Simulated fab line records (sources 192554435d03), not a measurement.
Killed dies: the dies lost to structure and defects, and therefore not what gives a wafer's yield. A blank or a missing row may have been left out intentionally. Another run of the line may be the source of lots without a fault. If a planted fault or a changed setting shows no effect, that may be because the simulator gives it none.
Split-lot study | flow n5-finfet | 39 wafers read across 7 lots, on a route 1938 steps long

== SPLIT DETAILS ==
At N5_BEOL_M2_ILD_DEP_00 (deposits SiOC from DEMS/O2, target thk 79 nm, time 15.3 s), the setting time-s was moved away from the recipe's 15.3 s on 12 of the 39 wafers read, by -58.5% to +39.5%. This setting was run at the recipe's value on the other wafers.

There is no step in the file separating the split from the reading.

== THE READING ==
At N5_BEOL_M2_THK_MEAS_01: M2_ILD_THK, given in nm. On this fab line, fault-free wafers typically give 78.8 nm with a standard deviation of 1.1 nm.

wafer  | tool, chamber at the split | time-s as run, s | against the recipe | M2_ILD_THK, nm | against lot-mates on the recipe
L074.1 | pecvd-02, 1                | 15.3             | recipe             | 78.7           | -
L074.2 | pecvd-02, 0                | 15.3             | recipe             | 77.9           | -
L074.3 | pecvd-02, 2                | 15.3             | recipe             | 79.4           | -
L074.4 | pecvd-02, 2                | 9.228            | -39.7%             | 48.4           | -30.3
L074.5 | pecvd-02, 1                | 9.228            | -39.7%             | 48.8           | -29.9
L074.6 | pecvd-02, 0                | 9.228            | -39.7%             | 48.1           | -30.6
L078.1 | pecvd-02, 2                | 21.35            | +39.5%             | 108.4          | +29.0
L078.2 | pecvd-02, 0                | 15.3             | recipe             | 78.8           | -
L078.3 | pecvd-02, 1                | 15.3             | recipe             | 79.5           | -
L078.4 | pecvd-02, 1                | 21.35            | +39.5%             | 111.1          | +31.7
L078.5 | pecvd-02, 2                | 21.35            | +39.5%             | 110.7          | +31.3
L078.6 | pecvd-02, 0                | 15.3             | recipe             | 79.9           | -
L081.1 | pecvd-02, 2                | 6.349            | -58.5%             | 31.6           | -47.1
L081.2 | pecvd-02, 1                | 15.3             | recipe             | 78.4           | -
L081.3 | pecvd-02, 0                | 15.3             | recipe             | 77.6           | -
L081.4 | pecvd-02, 0                | 15.3             | recipe             | 80.0           | -
L081.5 | pecvd-02, 2                | 6.349            | -58.5%             | 31.8           | -46.9
L081.6 | pecvd-02, 1                | 6.349            | -58.5%             | 33.3           | -45.4
L083.1 | pecvd-02, 2                | 15.3             | recipe             | 78.2           | -
L083.2 | pecvd-02, 0                | 15.3             | recipe             | 77.7           | -
L083.3 | pecvd-02, 1                | 15.3             | recipe             | 78.6           | -
L083.4 | pecvd-02, 2                | 15.3             | recipe             | 79.4           | -
L083.5 | pecvd-02, 0                | 15.3             | recipe             | 79.3           | -
L083.6 | pecvd-02, 1                | 15.3             | recipe             | 80.4           | -
L088.1 | pecvd-04, 1                | 15.3             | recipe             | 78.7           | -
L088.4 | pecvd-04, 2                | 15.3             | recipe             | 79.9           | -
L088.5 | pecvd-04, 0                | 15.3             | recipe             | 79.8           | -
L087.1 | pecvd-02, 1                | 15.3             | recipe             | 78.3           | -
L087.2 | pecvd-02, 2                | 8.619            | -43.7%             | 43.0           | -34.3
L087.3 | pecvd-02, 0                | 15.3             | recipe             | 76.0           | -
L087.4 | pecvd-02, 2                | 8.619            | -43.7%             | 43.1           | -34.2
L087.5 | pecvd-02, 1                | 8.619            | -43.7%             | 45.1           | -32.2
L087.6 | pecvd-02, 0                | 15.3             | recipe             | 77.7           | -
L093.1 | pecvd-03, 0                | 15.3             | recipe             | 79.3           | -
L093.2 | pecvd-03, 1,2              | 15.3             | recipe             | 79.8           | -
L093.3 | pecvd-03, 2                | 15.3             | recipe             | 78.2           | -
L093.4 | pecvd-03, 1                | 15.3             | recipe             | 80.9           | -
L093.5 | pecvd-03, 0                | 15.3             | recipe             | 79.7           | -
L093.6 | pecvd-03, 1,2              | 15.3             | recipe             | 79.8           | -
If several chambers appear in one row, that row covers several wafers at once and the file leaves open which wafer was in which chamber.

FIT RESULTS
A straight line over all 39 wafers: M2_ILD_THK changes by +0.793 nm for each +1% of time-s; r = +1.00; the points scatter about the line by 1.1 nm.
The same after taking each lot's own level away (the mean of its wafers on the recipe; 39 wafers): +0.779 nm for each +1%; r = +1.00; scatter 0.9 nm.
According to that fit, moving time-s by its largest amount changes the reading by 46 nm.
From 77.33 to 79.62 nm: that is the span of the lots' own levels, equal to 2.1 times the standard deviation above.
Consequently the slope shifts little with the lot-to-lot level, the two slopes agreeing.
Check: with one of the wafers moved furthest among these (-58.5%) left out of the fit, the line predicts -45.3 nm for it against its lot-mates. Against them it came out at -47.1 nm.

== THE OTHER SPLITS THESE WAFERS WENT THROUGH ==
Other splits were also applied to these wafers ahead of the reading. Each is held against what the fit with the lots' levels taken away leaves over:
other split on the same wafers                 | wafers away from the commonest value | r with M2_ILD_THK (lot level and that fit taken away)
N5_DUMMY_GATE_DESCUM_20 time-s                 | 15                                   | -0.10
N5_GATE_CUT_DESCUM_18 time-s                   | 18                                   | +0.15
N5_MOL_CONTACT_COAG_VIA_ETCH_46 target-depth-a | 9                                    | +0.15

== THE WHOLE CHAIN: every reading that the file lists as answering this split, in the file's order ==
step                   | what it does                                              | reading                                                                            | change (the file's fit)               | r (the file's)
N5_BEOL_M2_ILD_DEP_00  | deposits SiOC from DEMS/O2, target thk 79 nm, time 15.3 s | SiOC_of_BEOL_M2_ILD_DEP_00.thk-nm (the simulator's own value, which no gauge read) | +0.778 nm for each +1% of the setting | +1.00
N5_BEOL_M2_THK_MEAS_01 |                                                           | M2_ILD_THK                                                                         | +0.779 for each +1% of the setting    | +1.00

== THE FILE'S OWN FIT ==
M2_ILD_THK changes by +0.779 nm for each +1% of time-s, r = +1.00.
